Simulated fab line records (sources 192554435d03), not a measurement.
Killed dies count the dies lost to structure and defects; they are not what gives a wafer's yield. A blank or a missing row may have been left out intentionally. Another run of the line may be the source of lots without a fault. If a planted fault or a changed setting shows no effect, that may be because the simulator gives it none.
Chamber matching :: flow n5-finfet :: rie-diel-05 running N5_DUMMY_GATE_ETCH_31: 4 sister chambers
The step etches SiO2 in C4F6/O2, target depth 82.5 nm, time 27.5 s. 4 wafers are shown with their chamber, then 7 later ones without.

== WAFERS PAIRED WITH THEIR CHAMBERS ==
wafer: L240.5
chamber: 2
drypump-motor-current-A (A): 5.3

wafer: L246.1
chamber: 3
drypump-motor-current-A (A): 5.8

wafer: L250.3
chamber: 0
drypump-motor-current-A (A): 5.1

wafer: L250.4
chamber: 1
drypump-motor-current-A (A): 6.0

== WAFERS WHOSE CHAMBER IS MISSING ==
wafer: L250.5
drypump-motor-current-A (A): 5.1

wafer: L255.1
drypump-motor-current-A (A): 5.8

wafer: L255.5
drypump-motor-current-A (A): 6.0

wafer: L255.6
drypump-motor-current-A (A): 5.8

wafer: L261.2
drypump-motor-current-A (A): 5.0

wafer: L261.4
drypump-motor-current-A (A): 5.3

wafer: L261.6
drypump-motor-current-A (A): 5.3

== WHICH CHAMBER EACH ONE RAN IN ==
wafer: L250.5
from the rows above: 0
in truth: 0

wafer: L255.1
from the rows above: 3
in truth: 3

wafer: L255.5
from the rows above: 1
in truth: 1

wafer: L255.6
from the rows above: 3
in truth: 3

wafer: L261.2
from the rows above: 0
in truth: 0

wafer: L261.4
from the rows above: 2
in truth: 2

wafer: L261.6
from the rows above: 2
in truth: 2
Placed correctly: 7 of 7. Not placeable from these rows: 0. Number placed wrongly: 0.
How it was worked out, from the rows above alone: a wafer's distance from a chamber is the root of the sum, over the readings, of the square of ((its reading less the chamber's mean) divided by the reading's scatter). The wafer belongs to the nearest chamber; if the next one is less than 2 further off, it can't be placed. A chamber's mean is the mean of its shown wafers. The scatter: root of mean squared gap, hidden wafer to nearest shown wafer, with one shown wafer a chamber.
